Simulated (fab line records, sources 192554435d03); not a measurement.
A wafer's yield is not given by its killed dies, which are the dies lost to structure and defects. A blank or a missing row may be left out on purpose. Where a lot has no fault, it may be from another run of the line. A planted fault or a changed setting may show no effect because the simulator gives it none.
Matching of chambers | flow n5_finfet | N5_HKMG_FIN_HK_ALD_01 on ald_hk-02 has 4 sister chambers
The step deposits HfO2, target thk 1.6 nm, pulse time 3 s, purge time 3 s. 4 wafers are shown with their chamber, then 10 later ones without.

== EACH WAFER AND ITS CHAMBER ==
wafer  | chamber | precursor_pulse_height_rel
L080.5 | 0       | 1.004
L083.3 | 2       | 1.002
L084.1 | 3       | 1.002
L084.4 | 1       | 0.975

== WAFERS WHOSE CHAMBER IS MISSING ==
wafer  | precursor_pulse_height_rel
L084.6 | 0.999
L087.1 | 1.017
L087.2 | 0.989
L087.4 | 1.003
L096.1 | 1.024
L096.3 | 0.973
L096.5 | 0.993
L097.1 | 0.975
L097.4 | 1.015
L097.5 | 1.024

== WHICH CHAMBER EACH WENT THROUGH ==
wafer  | from the rows above               | in truth
L084.6 | can't be placed: 2 or 3 or 0 or 1 | 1
L087.1 | can't be placed: 0 or 2 or 3      | 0
L087.2 | can't be placed: 2 or 3 or 1 or 0 | 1
L087.4 | can't be placed: 2 or 3 or 0      | 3
L096.1 | can't be placed: 0 or 2 or 3      | 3
L096.3 | 1                                 | 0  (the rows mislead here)
L096.5 | can't be placed: 2 or 3 or 0 or 1 | 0
L097.1 | 1                                 | 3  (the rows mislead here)
L097.4 | can't be placed: 0 or 2 or 3      | 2
L097.5 | can't be placed: 0 or 2 or 3      | 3
Correct placement for 0 of the 10. Not placeable from these rows: 8 (in 8, the candidates include the true chamber). 2 placed wrongly.
How it was worked out, from the rows above alone: a wafer's distance from a chamber is the root of the sum, over the readings, of the square of ((its reading less the chamber's mean) divided by the reading's scatter). The wafer belongs to the nearest chamber; if the next one is less than 2 further off, it can't be placed. A chamber's mean is the mean of its shown wafers. The scatter: with one shown wafer a chamber, the root of the mean of the squares of how far each hidden wafer lies from its nearest shown one.
